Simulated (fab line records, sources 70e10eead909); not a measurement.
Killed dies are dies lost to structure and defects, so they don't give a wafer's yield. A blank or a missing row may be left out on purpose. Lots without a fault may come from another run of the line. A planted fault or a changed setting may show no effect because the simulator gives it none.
Chamber matching | flow nand_harc | NHARC_A_BLC_CMP_25 on cmp-01: 4 sister chambers
The step polishes, t overpolish 30 s, target thk 150 nm. 8 wafers are shown with their chamber, then 8 later ones without.

WAFERS WITH THEIR CHAMBER
wafer  | chamber | motor_current_A (A) | overpolish_run_s (s)
L080.2 | 2       | 11.8                | 29.996
L087.4 | 2       | 11.9                | 30.019
L093.1 | 1       | 13.3                | 30.009
L093.3 | 3       | 10.4                | 29.996
L091.2 | 1       | 12.8                | 29.992
L091.4 | 3       | 11.1                | 30.030
L091.6 | 0       | 10.4                | 30.012
L095.2 | 0       | 10.9                | 30.004

WAFERS WITHOUT THEIR CHAMBER
wafer  | motor_current_A (A) | overpolish_run_s (s)
L095.4 | 11.2                | 29.989
L095.6 | 10.5                | 29.986
L094.1 | 11.6                | 29.993
L094.4 | 13.9                | 29.992
L094.6 | 11.0                | 29.999
L097.1 | 13.8                | 29.996
L097.2 | 11.3                | 30.002
L097.6 | 11.5                | 29.996

WHICH CHAMBER EACH WENT THROUGH
wafer  | from the rows above          | in truth
L095.4 | can't be placed: 0 or 3 or 2 | 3
L095.6 | can't be placed: 0 or 3      | 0
L094.1 | can't be placed: 2 or 3 or 0 | 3
L094.4 | 1                            | 1
L094.6 | can't be placed: 3 or 0 or 2 | 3
L097.1 | 1                            | 1
L097.2 | can't be placed: 2 or 3 or 0 | 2
L097.6 | can't be placed: 2 or 3 or 0 | 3
Placed correctly: 2 of 8. Can't be placed from these rows: 6 (the true chamber is among the candidates in 6). Placed wrongly: 0.
How it was worked out, from the rows above alone: a wafer's distance from a chamber is the root of the sum, over the readings, of the square of ((its reading less the chamber's mean) divided by the reading's scatter). The wafer belongs to the nearest chamber; if the next one is less than 2 further off, it can't be placed. A chamber's mean is the mean of its shown wafers. The scatter: the root of (the sum of the squares of (reading less its chamber's mean) over the shown wafers, divided by (wafers less chambers)).
